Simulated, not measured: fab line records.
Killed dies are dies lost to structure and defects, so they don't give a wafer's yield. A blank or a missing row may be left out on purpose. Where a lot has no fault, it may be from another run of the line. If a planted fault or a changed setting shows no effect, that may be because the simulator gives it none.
Which of the tools did it? || flow n5 finfet || Sampling: 7 lots, 19 wafers, 8 of 1938 route steps

WHAT EACH GAUGE READ, for each wafer
N5_BEOL_M10_OCD_MEAS_38.
{"lot": "L988", "measured": "day 10 12:17", "on": "ocd-02", "trench depth nm (nm)": "149.0 147.1 149.1"}
{"lot": "L992", "measured": "day 11 07:19", "on": "ocd-02", "trench depth nm (nm)": "147.8 147.7 149.2"}
{"lot": "L998", "measured": "day 13 02:41", "on": "ocd-01", "trench depth nm (nm)": "151.8 193.0"}
{"lot": "L102", "measured": "day 13 17:43", "on": "ocd-02", "trench depth nm (nm)": "147.8 194.3"}
{"lot": "L106", "measured": "day 14 09:32", "on": "ocd-02", "trench depth nm (nm)": "149.1 150.0 148.6"}
{"lot": "L104", "measured": "day 14 18:52", "on": "ocd-01", "trench depth nm (nm)": "149.6 147.8 147.9"}
{"lot": "L109", "measured": "day 15 21:40", "on": "ocd-01", "trench depth nm (nm)": "148.9 149.2 148.3"}

N5_BEOL_M10_THK_MEAS_53: measures by xrf.
{"lot": "L988", "measured": "day 10 16:18", "on": "film metro-01", "M10_THK (nm)": "138.5 134.3 139.3"}
{"lot": "L992", "measured": "day 11 10:24", "on": "film metro-02", "M10_THK (nm)": "137.6 137.6 138.9"}
{"lot": "L998", "measured": "day 13 05:50", "on": "film metro-01", "M10_THK (nm)": "140.8 182.2"}
{"lot": "L102", "measured": "day 13 20:44", "on": "film metro-01", "M10_THK (nm)": "135.4 180.5"}
{"lot": "L106", "measured": "day 14 13:08", "on": "film metro-01", "M10_THK (nm)": "139.2 139.9 137.5"}
{"lot": "L104", "measured": "day 14 22:04", "on": "film metro-01", "M10_THK (nm)": "138.4 136.3 137.0"}
{"lot": "L109", "measured": "day 16 00:43", "on": "film metro-02", "M10_THK (nm)": "139.8 141.0 139.4"}

N5_BEOL_M10_RS_MEAS_57: uses a four-point probe to measure.
{"lot": "L988", "measured": "day 10 16:26", "on": "film metro-01", "M10_RS (ohm/sq)": "0.1504 0.1553 0.1492"}
{"lot": "L992", "measured": "day 11 10:32", "on": "film metro-01", "M10_RS (ohm/sq)": "0.1546 0.1546 0.1526"}
{"lot": "L998", "measured": "day 13 05:59", "on": "film metro-01", "M10_RS (ohm/sq)": "0.1482 0.1121"}
{"lot": "L102", "measured": "day 13 20:52", "on": "film metro-01", "M10_RS (ohm/sq)": "0.1543 0.1124"}
{"lot": "L106", "measured": "day 14 13:17", "on": "film metro-02", "M10_RS (ohm/sq)": "0.1489 0.1483 0.1511"}
{"lot": "L104", "measured": "day 14 22:13", "on": "film metro-01", "M10_RS (ohm/sq)": "0.1496 0.1521 0.1510"}
{"lot": "L109", "measured": "day 16 00:52", "on": "film metro-01", "M10_RS (ohm/sq)": "0.1499 0.1486 0.1514"}

N5_BEOL_M15_RC_MEAS_101.
{"lot": "L988", "measured": "day 12 02:19", "on": "prober-02", "COMB_M11 (S/m)": "1.6e-11 1.3e-11 1.8e-11", "COMB_M12 (S/m)": "6.5e-12 5.2e-12 6.3e-12", "COMB_M13 (S/m)": "4.4e-12 6.6e-12 3.7e-12", "COMB_M14 (S/m)": "4.3e-12 2e-12 2.5e-12", "COMB_M15 (S/m)": "2.7e-12 3.1e-12 2.7e-12", "COMB_M5 (S/m)": "3.5e-11 4e-11 3e-11", "COMB_M6 (S/m)": "2.2e-11 2.8e-11 2.9e-11", "COMB_M7 (S/m)": "2.1e-11 2.2e-11 2.7e-11", "COMB_M8 (S/m)": "3.2e-11 2.5e-11 2.1e-11", "COMB_M9 (S/m)": "1.8e-11 2.3e-11 1.4e-11", "SERP_M10 (ohm/um)": "3.09 3.20 3.08", "SERP_M10_max_site (ohm/um)": "3.19 3.26 3.14", "SERP_M11 (ohm/um)": "2.95 2.99 2.90", "SERP_M12 (ohm/um)": "0.649 0.646 0.624", "SERP_M13 (ohm/um)": "0.302 0.309 0.299", "SERP_M14 (ohm/um)": "0.1573 0.1573 0.1599", "SERP_M5 (ohm/um)": "39.8 40.2 37.8", "SERP_M5_max_site (ohm/um)": "40.9 41.3 38.8", "SERP_M6 (ohm/um)": "13.9 14.4 14.1", "SERP_M7 (ohm/um)": "14.1 14.5 13.5", "SERP_M8 (ohm/um)": "13.0 13.3 13.8", "SERP_M9 (ohm/um)": "3.01 2.95 3.11"}
{"lot": "L992", "measured": "day 13 03:35", "on": "prober-01", "COMB_M11 (S/m)": "1.5e-11 1.4e-11 1.4e-11", "COMB_M12 (S/m)": "5.7e-12 5.1e-12 4.8e-12", "COMB_M13 (S/m)": "4.7e-12 6.9e-12 5.8e-12", "COMB_M14 (S/m)": "2.4e-12 3.9e-12 4.2e-12", "COMB_M15 (S/m)": "2.4e-12 2.5e-12 2.4e-12", "COMB_M5 (S/m)": "3.6e-11 3.5e-11 3.5e-11", "COMB_M6 (S/m)": "2e-11 2.3e-11 2e-11", "COMB_M7 (S/m)": "2.5e-11 2.9e-11 2.8e-11", "COMB_M8 (S/m)": "3.1e-11 3.1e-11 3.3e-11", "COMB_M9 (S/m)": "1.5e-11 1.2e-11 1.5e-11", "SERP_M10 (ohm/um)": "3.17 3.14 3.03", "SERP_M10_max_site (ohm/um)": "3.25 3.17 3.15", "SERP_M11 (ohm/um)": "3.18 3.06 3.01", "SERP_M12 (ohm/um)": "0.641 0.661 0.629", "SERP_M13 (ohm/um)": "0.317 0.317 0.306", "SERP_M14 (ohm/um)": "0.1590 0.1596 0.1590", "SERP_M5 (ohm/um)": "36.6 35.4 38.5", "SERP_M5_max_site (ohm/um)": "39.4 36.9 42.1", "SERP_M6 (ohm/um)": "13.2 13.2 12.9", "SERP_M7 (ohm/um)": "13.9 13.3 12.8", "SERP_M8 (ohm/um)": "14.3 13.7 14.2", "SERP_M9 (ohm/um)": "3.15 3.14 3.10"}
{"lot": "L998", "measured": "day 14 12:52", "on": "prober-01", "COMB_M11 (S/m)": "1.6e-11 1.6e-11", "COMB_M12 (S/m)": "8.6e-12 5.7e-12", "COMB_M13 (S/m)": "7.4e-12 6.3e-12", "COMB_M14 (S/m)": "3.7e-12 3.3e-12", "COMB_M15 (S/m)": "2.8e-12 2.9e-12", "COMB_M5 (S/m)": "4.2e-11 4e-11", "COMB_M6 (S/m)": "2.1e-11 2.1e-11", "COMB_M7 (S/m)": "2e-11 2.2e-11", "COMB_M8 (S/m)": "2.3e-11 3.4e-11", "COMB_M9 (S/m)": "1.6e-11 1.3e-11", "SERP_M10 (ohm/um)": "3.01 2.24", "SERP_M10_max_site (ohm/um)": "3.02 2.29", "SERP_M11 (ohm/um)": "2.99 3.02", "SERP_M12 (ohm/um)": "0.643 0.630", "SERP_M13 (ohm/um)": "0.312 0.308", "SERP_M14 (ohm/um)": "0.1595 0.1632", "SERP_M5 (ohm/um)": "37.9 37.5", "SERP_M5_max_site (ohm/um)": "39.0 39.4", "SERP_M6 (ohm/um)": "13.0 14.2", "SERP_M7 (ohm/um)": "13.7 13.1", "SERP_M8 (ohm/um)": "13.1 14.0", "SERP_M9 (ohm/um)": "3.06 3.04"}
{"lot": "L102", "measured": "day 15 04:25", "on": "prober-02", "COMB_M11 (S/m)": "1.4e-11 1.6e-11", "COMB_M12 (S/m)": "4.3e-12 6.3e-12", "COMB_M13 (S/m)": "5.2e-12 2.8e-12", "COMB_M14 (S/m)": "2.1e-12 4.3e-12", "COMB_M15 (S/m)": "1.9e-12 3.2e-12", "COMB_M5 (S/m)": "3.1e-11 4.1e-11", "COMB_M6 (S/m)": "1.7e-11 1.6e-11", "COMB_M7 (S/m)": "3.4e-11 3.2e-11", "COMB_M8 (S/m)": "2.2e-11 4.2e-11", "COMB_M9 (S/m)": "1.5e-11 1.5e-11", "SERP_M10 (ohm/um)": "3.08 2.31", "SERP_M10_max_site (ohm/um)": "3.23 2.39", "SERP_M11 (ohm/um)": "3.07 3.07", "SERP_M12 (ohm/um)": "0.633 0.647", "SERP_M13 (ohm/um)": "0.317 0.306", "SERP_M14 (ohm/um)": "0.1581 0.1534", "SERP_M5 (ohm/um)": "38.3 41.6", "SERP_M5_max_site (ohm/um)": "39.0 43.5", "SERP_M6 (ohm/um)": "13.3 12.9", "SERP_M7 (ohm/um)": "13.9 13.6", "SERP_M8 (ohm/um)": "13.8 13.6", "SERP_M9 (ohm/um)": "3.02 3.15"}
{"lot": "L106", "measured": "day 15 20:44", "on": "prober-02", "COMB_M11 (S/m)": "2e-11 1.5e-11 1.6e-11", "COMB_M12 (S/m)": "5e-12 6.1e-12 8.9e-12", "COMB_M13 (S/m)": "4.5e-12 5.2e-12 3.8e-12", "COMB_M14 (S/m)": "3.2e-12 3.2e-12 3.9e-12", "COMB_M15 (S/m)": "1.7e-12 2e-12 2.4e-12", "COMB_M5 (S/m)": "4.8e-11 4.6e-11 4.2e-11", "COMB_M6 (S/m)": "1.9e-11 2.2e-11 2.2e-11", "COMB_M7 (S/m)": "1.7e-11 2e-11 2.7e-11", "COMB_M8 (S/m)": "2.8e-11 3.3e-11 2.6e-11", "COMB_M9 (S/m)": "1.5e-11 1.6e-11 2.2e-11", "SERP_M10 (ohm/um)": "2.94 2.96 3.04", "SERP_M10_max_site (ohm/um)": "3.02 3.10 3.13", "SERP_M11 (ohm/um)": "3.03 3.07 3.19", "SERP_M12 (ohm/um)": "0.611 0.617 0.635", "SERP_M13 (ohm/um)": "0.310 0.300 0.302", "SERP_M14 (ohm/um)": "0.1604 0.1642 0.1591", "SERP_M5 (ohm/um)": "41.0 38.1 39.5", "SERP_M5_max_site (ohm/um)": "41.7 39.4 40.3", "SERP_M6 (ohm/um)": "14.0 14.5 14.8", "SERP_M7 (ohm/um)": "13.9 13.3 14.2", "SERP_M8 (ohm/um)": "13.6 14.0 13.6", "SERP_M9 (ohm/um)": "3.23 3.08 3.07"}
{"lot": "L104", "measured": "day 16 07:19", "on": "prober-02", "COMB_M11 (S/m)": "1.2e-11 1.1e-11 1.4e-11", "COMB_M12 (S/m)": "7.3e-12 6.5e-12 5.3e-12", "COMB_M13 (S/m)": "3.9e-12 3.9e-12 6.3e-12", "COMB_M14 (S/m)": "3.5e-12 2.8e-12 3.1e-12", "COMB_M15 (S/m)": "2.5e-12 3.2e-12 2.2e-12", "COMB_M5 (S/m)": "5e-11 3.3e-11 2.9e-11", "COMB_M6 (S/m)": "3e-11 2.4e-11 2.5e-11", "COMB_M7 (S/m)": "2.6e-11 2.2e-11 2.1e-11", "COMB_M8 (S/m)": "2.3e-11 2.3e-11 3.1e-11", "COMB_M9 (S/m)": "1e-11 1.6e-11 1.5e-11", "SERP_M10 (ohm/um)": "3.09 3.04 3.10", "SERP_M10_max_site (ohm/um)": "3.20 3.32 3.22", "SERP_M11 (ohm/um)": "2.98 3.03 3.05", "SERP_M12 (ohm/um)": "0.660 0.643 0.654", "SERP_M13 (ohm/um)": "0.310 0.312 0.305", "SERP_M14 (ohm/um)": "0.1602 0.1597 0.1582", "SERP_M5 (ohm/um)": "39.6 38.1 39.7", "SERP_M5_max_site (ohm/um)": "40.1 38.9 41.6", "SERP_M6 (ohm/um)": "14.1 13.9 14.1", "SERP_M7 (ohm/um)": "13.2 13.2 12.6", "SERP_M8 (ohm/um)": "14.9 13.9 14.2", "SERP_M9 (ohm/um)": "3.14 3.14 3.00"}
{"lot": "L109", "measured": "day 17 06:01", "on": "prober-01", "COMB_M11 (S/m)": "1.6e-11 1.9e-11 1.9e-11", "COMB_M12 (S/m)": "6e-12 6.5e-12 7.1e-12", "COMB_M13 (S/m)": "4.2e-12 6.6e-12 5.1e-12", "COMB_M14 (S/m)": "4e-12 3.4e-12 4.7e-12", "COMB_M15 (S/m)": "2.4e-12 2.5e-12 2.2e-12", "COMB_M5 (S/m)": "2.9e-11 4.8e-11 3e-11", "COMB_M6 (S/m)": "2.9e-11 3.1e-11 3.1e-11", "COMB_M7 (S/m)": "2.8e-11 2.7e-11 2.2e-11", "COMB_M8 (S/m)": "2.7e-11 2.5e-11 3.4e-11", "COMB_M9 (S/m)": "1.7e-11 1.4e-11 1.8e-11", "SERP_M10 (ohm/um)": "2.97 3.00 3.04", "SERP_M10_max_site (ohm/um)": "3.04 3.04 3.21", "SERP_M11 (ohm/um)": "3.13 2.95 3.11", "SERP_M12 (ohm/um)": "0.647 0.636 0.641", "SERP_M13 (ohm/um)": "0.307 0.297 0.313", "SERP_M14 (ohm/um)": "0.1588 0.1620 0.1606", "SERP_M5 (ohm/um)": "39.4 38.3 37.1", "SERP_M5_max_site (ohm/um)": "40.1 39.1 38.5", "SERP_M6 (ohm/um)": "13.4 14.2 13.9", "SERP_M7 (ohm/um)": "12.8 13.4 13.6", "SERP_M8 (ohm/um)": "13.7 14.4 13.9", "SERP_M9 (ohm/um)": "3.27 3.11 3.16"}

WHICH TOOL RAN EACH LOT (tool, then ch and the chambers of the sampled wafers, then the start)
{"lot": "L988", "N5_BEOL_M10_VIA_ETCH_34": "rie diel-01 ch 0,2, day 10 12:01", "N5_BEOL_M10_TRENCH_ETCH_37": "rie diel-01 ch 0,2, day 10 12:07", "N5_BEOL_M10_ALD_74": "ald metal-02 ch 2,3, day 10 14:17", "N5_BEOL_M10_SURFACE_TREAT_76": "pvd sputter-02, day 10 14:35"}
{"lot": "L992", "N5_BEOL_M10_VIA_ETCH_34": "rie diel-01 ch 1,3, day 11 07:01", "N5_BEOL_M10_TRENCH_ETCH_37": "rie diel-01 ch 1,3, day 11 07:07", "N5_BEOL_M10_ALD_74": "ald metal-04 ch 0,1,2, day 11 08:03", "N5_BEOL_M10_SURFACE_TREAT_76": "pvd sputter-01, day 11 08:37"}
{"lot": "L998", "N5_BEOL_M10_VIA_ETCH_34": "rie diel-01 ch 0,3, day 13 02:25", "N5_BEOL_M10_TRENCH_ETCH_37": "rie diel-01 ch 0,3, day 13 02:31", "N5_BEOL_M10_ALD_74": "ald metal-04 ch 1,2, day 13 03:57", "N5_BEOL_M10_SURFACE_TREAT_76": "pvd sputter-02, day 13 04:22"}
{"lot": "L102", "N5_BEOL_M10_VIA_ETCH_34": "rie diel-01 ch 2,3, day 13 17:27", "N5_BEOL_M10_TRENCH_ETCH_37": "rie diel-01 ch 2,3, day 13 17:33", "N5_BEOL_M10_ALD_74": "ald metal-02 ch 1,2, day 13 18:49", "N5_BEOL_M10_SURFACE_TREAT_76": "pvd sputter-01, day 13 19:06"}
{"lot": "L106", "N5_BEOL_M10_VIA_ETCH_34": "rie diel-05 ch 0,1,3, day 14 09:15", "N5_BEOL_M10_TRENCH_ETCH_37": "rie diel-05 ch 0,1,3, day 14 09:22", "N5_BEOL_M10_ALD_74": "ald metal-02 ch 0,2,3, day 14 10:37", "N5_BEOL_M10_SURFACE_TREAT_76": "pvd sputter-02, day 14 10:55"}
{"lot": "L104", "N5_BEOL_M10_VIA_ETCH_34": "rie diel-06 ch 0,1, day 14 18:34", "N5_BEOL_M10_TRENCH_ETCH_37": "rie diel-06 ch 0,1, day 14 18:41", "N5_BEOL_M10_ALD_74": "ald metal-04 ch 0,2, day 14 19:46", "N5_BEOL_M10_SURFACE_TREAT_76": "pvd sputter-01, day 14 20:14"}
{"lot": "L109", "N5_BEOL_M10_VIA_ETCH_34": "rie diel-06 ch 1,2,3, day 15 21:23", "N5_BEOL_M10_TRENCH_ETCH_37": "rie diel-06 ch 1,2,3, day 15 21:29", "N5_BEOL_M10_ALD_74": "ald metal-02 ch 0,2, day 15 22:46", "N5_BEOL_M10_SURFACE_TREAT_76": "pvd sputter-01, day 15 23:08"}
- N5_BEOL_M10_VIA_ETCH_34: etches SiCOH lowk in C4F6/O2, target depth 184.5 nm, time 69.2 s.
- N5_BEOL_M10_TRENCH_ETCH_37: etches SiCOH lowk in C4F6/O2, target depth 148.83 nm, time 48 s.
- N5_BEOL_M10_ALD_74: deposits TaN, target thk 2 nm, pulse time 2 s, purge time 3 s.
- N5_BEOL_M10_SURFACE_TREAT_76

WHAT THE TOOLS THEMSELVES READ (means of the sampled wafers that have a number; where no wafer has one, the mark that the record gives instead)
N5_BEOL_M10_VIA_ETCH_34.
{"lot": "L988", "tool": "rie diel-01", "C4F6_flow_sccm (sccm)": 9.964, "drypump motor current A (A)": 5.6, "oes product au (a.u.)": 0.73, "rf vpp V (V)": 658, "showerhead plenum p Torr (Torr)": 2.76, "throttle valve pct (%)": 20.90}
{"lot": "L992", "tool": "rie diel-01", "C4F6_flow_sccm (sccm)": 10.022, "drypump motor current A (A)": 5.5, "oes product au (a.u.)": 0.71, "rf vpp V (V)": 664, "showerhead plenum p Torr (Torr)": 2.79, "throttle valve pct (%)": 20.92}
{"lot": "L998", "tool": "rie diel-01", "C4F6_flow_sccm (sccm)": 10.018, "drypump motor current A (A)": 5.8, "oes product au (a.u.)": 0.85, "rf vpp V (V)": 662, "showerhead plenum p Torr (Torr)": 2.78, "throttle valve pct (%)": 20.81}
{"lot": "L102", "tool": "rie diel-01", "C4F6_flow_sccm (sccm)": 10.033, "drypump motor current A (A)": 5.3, "oes product au (a.u.)": 0.75, "rf vpp V (V)": 662, "showerhead plenum p Torr (Torr)": 2.73, "throttle valve pct (%)": 20.66}
{"lot": "L106", "tool": "rie diel-05", "C4F6_flow_sccm (sccm)": 10.000, "drypump motor current A (A)": 5.5, "oes product au (a.u.)": 0.82, "rf vpp V (V)": 666, "showerhead plenum p Torr (Torr)": 2.88, "throttle valve pct (%)": 20.74}
{"lot": "L104", "tool": "rie diel-06", "C4F6_flow_sccm (sccm)": 10.012, "drypump motor current A (A)": 5.3, "oes product au (a.u.)": 0.80, "rf vpp V (V)": 663, "showerhead plenum p Torr (Torr)": 2.98, "throttle valve pct (%)": 21.11}
{"lot": "L109", "tool": "rie diel-06", "C4F6_flow_sccm (sccm)": 9.987, "drypump motor current A (A)": 5.9, "oes product au (a.u.)": 0.86, "rf vpp V (V)": 661, "showerhead plenum p Torr (Torr)": 2.90, "throttle valve pct (%)": 21.01}

N5_BEOL_M10_TRENCH_ETCH_37.
{"lot": "L988", "tool": "rie diel-01", "C4F6_flow_sccm (sccm)": 9.97, "drypump motor current A (A)": 5.6, "oes product au (a.u.)": 0.74, "rf vpp V (V)": 658, "showerhead plenum p Torr (Torr)": 2.76, "throttle valve pct (%)": 20.93}
{"lot": "L992", "tool": "rie diel-01", "C4F6_flow_sccm (sccm)": 9.97, "drypump motor current A (A)": 5.6, "oes product au (a.u.)": 0.72, "rf vpp V (V)": 664, "showerhead plenum p Torr (Torr)": 2.79, "throttle valve pct (%)": 20.93}
{"lot": "L998", "tool": "rie diel-01", "C4F6_flow_sccm (sccm)": 10.04, "drypump motor current A (A)": 5.8, "oes product au (a.u.)": 0.93, "rf vpp V (V)": 662, "showerhead plenum p Torr (Torr)": 2.78, "throttle valve pct (%)": 20.87}
{"lot": "L102", "tool": "rie diel-01", "C4F6_flow_sccm (sccm)": 10.00, "drypump motor current A (A)": 5.3, "oes product au (a.u.)": 0.82, "rf vpp V (V)": 662, "showerhead plenum p Torr (Torr)": 2.73, "throttle valve pct (%)": 20.71}
{"lot": "L106", "tool": "rie diel-05", "C4F6_flow_sccm (sccm)": 10.01, "drypump motor current A (A)": 5.5, "oes product au (a.u.)": 0.82, "rf vpp V (V)": 665, "showerhead plenum p Torr (Torr)": 2.88, "throttle valve pct (%)": 20.75}
{"lot": "L104", "tool": "rie diel-06", "C4F6_flow_sccm (sccm)": 9.99, "drypump motor current A (A)": 5.3, "oes product au (a.u.)": 0.79, "rf vpp V (V)": 663, "showerhead plenum p Torr (Torr)": 2.98, "throttle valve pct (%)": 21.14}
{"lot": "L109", "tool": "rie diel-06", "C4F6_flow_sccm (sccm)": 10.00, "drypump motor current A (A)": 5.9, "oes product au (a.u.)": 0.86, "rf vpp V (V)": 661, "showerhead plenum p Torr (Torr)": 2.90, "throttle valve pct (%)": 21.02}

N5_BEOL_M10_ALD_74.
{"lot": "L988", "tool": "ald metal-02", "chamber pressure Torr (Torr)": 2.996, "heater power w (W)": 409, "mfc carrier sccm (sccm)": 1498}
{"lot": "L992", "tool": "ald metal-04", "chamber pressure Torr (Torr)": 3.004, "heater power w (W)": 425, "mfc carrier sccm (sccm)": 1503}
{"lot": "L998", "tool": "ald metal-04", "chamber pressure Torr (Torr)": 3.003, "heater power w (W)": 424, "mfc carrier sccm (sccm)": 1496}
{"lot": "L102", "tool": "ald metal-02", "chamber pressure Torr (Torr)": 2.994, "heater power w (W)": 434, "mfc carrier sccm (sccm)": 1504}
{"lot": "L106", "tool": "ald metal-02", "chamber pressure Torr (Torr)": 3.011, "heater power w (W)": 381, "mfc carrier sccm (sccm)": 1499}
{"lot": "L104", "tool": "ald metal-04", "chamber pressure Torr (Torr)": 3.003, "heater power w (W)": 437, "mfc carrier sccm (sccm)": 1507}
{"lot": "L109", "tool": "ald metal-02", "chamber pressure Torr (Torr)": 2.999, "heater power w (W)": 378, "mfc carrier sccm (sccm)": 1496}

N5_BEOL_M10_SURFACE_TREAT_76.
{"lot": "L988", "tool": "pvd sputter-02", "ar flow sccm (sccm)": 29.92}
{"lot": "L992", "tool": "pvd sputter-01", "ar flow sccm (sccm)": 30.05}
{"lot": "L998", "tool": "pvd sputter-02", "ar flow sccm (sccm)": 29.94}
{"lot": "L102", "tool": "pvd sputter-01", "ar flow sccm (sccm)": 30.08}
{"lot": "L106", "tool": "pvd sputter-02", "ar flow sccm (sccm)": 29.99}
{"lot": "L104", "tool": "pvd sputter-01", "ar flow sccm (sccm)": 29.89}
{"lot": "L109", "tool": "pvd sputter-01", "ar flow sccm (sccm)": 29.93}

THE ANSWER, worked out from the rows above alone
Rule: the usual values come from the lots themselves. Put in order of their means at a reading, lots are off if they are a third of the lots or fewer, leave a main group of 4 or more, and stand apart from it by a gap of 3 or more times the standard deviation of the main group's means; of several such gaps the widest counts. A main group is skipped when, at the precision printed for the reading in the tables above, its means are all equal. Also off: a lot with no number at a reading for which 4 or more lots have one. All remaining lots with rows at the step are treated as sound. Order of review: gauges by route order, followed by the tools' own readings, for which a lot's mean as printed above is used. At the first step where some lot is off, the reading lying furthest off is the one used; lots without a number count as furthest.
Off, at N5_BEOL_M10_OCD_MEAS_38 on trench depth nm: L998, L102. Main group: mean 148.6 nm, sd 0.36.
If a tool, at a process step before that reading, ran all the lots that are off and no sound lot after the first of them, it fits. The gauges at N5_BEOL_M10_OCD_MEAS_38 aren't tried: what is off there is off at N5_BEOL_M10_THK_MEAS_53 too, on other tools, and a gauge's error can't cause that. One fits: rie diel-01 at N5_BEOL_M10_VIA_ETCH_34 and N5_BEOL_M10_TRENCH_ETCH_37. At N5_BEOL_M10_VIA_ETCH_34 its last sound lot is L992 (day 11 07:01), its first lot that is off L998 (day 13 02:25): a fault that began between those two fits.

WHAT THE SIMULATOR HAD PUT IN
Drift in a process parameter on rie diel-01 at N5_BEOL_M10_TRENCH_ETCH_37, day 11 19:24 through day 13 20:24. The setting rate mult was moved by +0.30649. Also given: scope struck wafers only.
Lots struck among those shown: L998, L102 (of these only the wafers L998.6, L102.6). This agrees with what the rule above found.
